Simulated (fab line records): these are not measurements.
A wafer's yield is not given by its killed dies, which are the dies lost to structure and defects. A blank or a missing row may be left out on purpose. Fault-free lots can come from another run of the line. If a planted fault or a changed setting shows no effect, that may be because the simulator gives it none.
Struck lot and sound lot, side by side	flow nand_harc	20 out of 1302 route steps
Sound: the wafers L833.2, L833.5, L833.6. The struck wafers were L847.1, L847.2, L847.3. The cause is given at the end.
At each step with rows: each side's tool, then ch and its chambers, then its first start. Under that, the readings that differ: sound wafers	struck wafers	difference of the means	sigmas: that difference in standard deviations of wafers without a fault.
alike: a reading whose means differ by less than 2 such deviations, as well as words and numbers matching on both sides. not compared: withheld readings; readings where some wafer has no value; bounds like >300 that might hide an equal value; numbers whose values overlap and for which the record gives no deviation.
Wherever a step has rows on one side only, a row that says differs or no value, or a row with sigmas, the two part there. When numbers do not overlap yet have no deviation, they are printed without sigmas and do not part them. A reading that every wafer of one side lacks parts them only if that side has two wafers or more.

NHARC_A_BLC_CMP_25: polishes, t overpolish 30 s, target thk 150 nm.
  sound on cmp-03 ch 1,2,3, day 25 22:25; struck on cmp-03 ch 1,2,3, day 31 16:44
  alike: motor_current_A, overpolish_run_s, time_to_endpoint_s
following that, these wafers have no rows for 1 step: NHARC_A_BLC_SRD_27.
NHARC_A_BLC_INSPECT_28:
  struck on defect_inspect-02, day 31 17:08; sound on defect_inspect-02, day 25 22:44
  alike: raw_defect_count
then, 8 steps without rows for these wafers: NHARC_A_M0_DEP_00 (deposits SiOC, target thk 150 nm); NHARC_A_M0_DEHYDRATE_01 (time 120 s); NHARC_A_M0_HMDS_02 (time 30 s); NHARC_A_M0_COAT_33 (time 65 s); NHARC_A_M0_COAT_03 (resist thk 90 nm); NHARC_A_M0_SOFTBAKE_04 (time 55 s); NHARC_A_M0_EBR_05; NHARC_A_M0_EXPOSE_06 (exposes mask A M0, target cd 80 nm).
NHARC_A_M0_PEB_07: peb time 65 s.
  sound on litho_track-04 ch 0, day 25 23:34; struck on litho_track-04 ch 0, day 31 18:05
reading	sound	struck	difference	sigmas
heater_power_total_W (W)	157.2 156.2 156.1	176.4 177.2 176.1	+20.1	+47
plate_temp_C (C)	100.13 99.97 99.90	109.50 109.25 109.30	+9.35	+72
  alike: resist_line_temp_C
then, 1 step without rows for these wafers: NHARC_A_M0_DEVELOP_08 (develop time 35 s).
NHARC_A_M0_CD_MEAS_09: target cd 80 nm.
  sound on cd_sem-02 ch 0, day 25 23:38; struck on cd_sem-02 ch 0
reading	sound	struck	difference	sigmas
cd_nm (nm)	79.9 80.4 79.7	109.7 109.4 110.0	+29.7	+36
  not compared: hold
NHARC_A_M0_OVL_MEAS_10: pitch 160 nm.
  struck on overlay-01, day 32 03:48; sound on overlay-02, day 25 23:44
reading	sound	struck	difference	sigmas
hold	- - -	await_dispo/9.4h/release await_dispo/9.4h/release await_dispo/9.4h/release	no value on the sound wafers	
  alike: overlay_x_nm, overlay_y_nm
NHARC_A_M0_INSPECT_11:
  struck on defect_inspect-02, day 32 03:50; sound on defect_inspect-01, day 25 23:46
reading	sound	struck	difference	sigmas
raw_defect_count	72 100 95	17 23 22	-68	-2
NHARC_A_M0_DESCUM_14: chemistry O2, time 3 s.
  sound on rie_diel-13 ch 0,2,3, day 25 23:50; struck on rie_diel-08 ch 0,2,3, day 32 03:55
reading	sound	struck	difference	sigmas
model.A_M0.cd_nm (nm)	79.26 79.52 79.41	109.7 109.1 109.8	+30.1	
  alike: chamber_pressure_mTorr, drypump_motor_current_A, oes_product_au, rf_vpp_V, showerhead_plenum_p_Torr, throttle_valve_pct
  not compared: rf_hours_counter_h
NHARC_A_M0_ETCH_34: etches the open film in N2/H2, target depth 40 nm, overetch 12 nm, time 43.94 s.
  sound on rie_diel-13 ch 0,1,2, day 25 23:55; struck on rie_diel-08 ch 0,2,3, day 32 04:02
  alike: chamber_pressure_mTorr, drypump_motor_current_A, oes_product_au, rf_vpp_V, showerhead_plenum_p_Torr, throttle_valve_pct
  not compared: rf_hours_counter_h
NHARC_A_M0_ETCH_15: etches the open film in C4F8/Ar, target depth 150 nm, overetch 15 nm, time 82.5 s.
  sound: rie_diel-13 ch 2,3; struck: rie_diel-08 ch 0,2,3
reading	sound	struck	difference	sigmas
model.A_M0.cd_nm (nm)	78.63 79.22 80.33	109.9 108.9 109.2	+29.9	
  alike: chamber_pressure_mTorr, oes_product_au, rf_vpp_V
  not compared: rf_hours_counter_h
NHARC_A_M0_CD_MEAS_16:
  struck on cd_sem-01, day 32 04:28; sound on cd_sem-02, day 26 00:08
reading	sound	struck	difference	sigmas
cd_nm (nm)	78.7 79.0 80.4	110.0 109.1 109.4	+30.1	+27
  not compared: hold

## WHERE THEY PART
First at NHARC_A_M0_PEB_07; last, within this record, at NHARC_A_M0_CD_MEAS_16.

WHY: what the simulator had put in
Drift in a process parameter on litho_track-04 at NHARC_A_M0_PEB_07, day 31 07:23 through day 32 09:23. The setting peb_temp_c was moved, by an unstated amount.
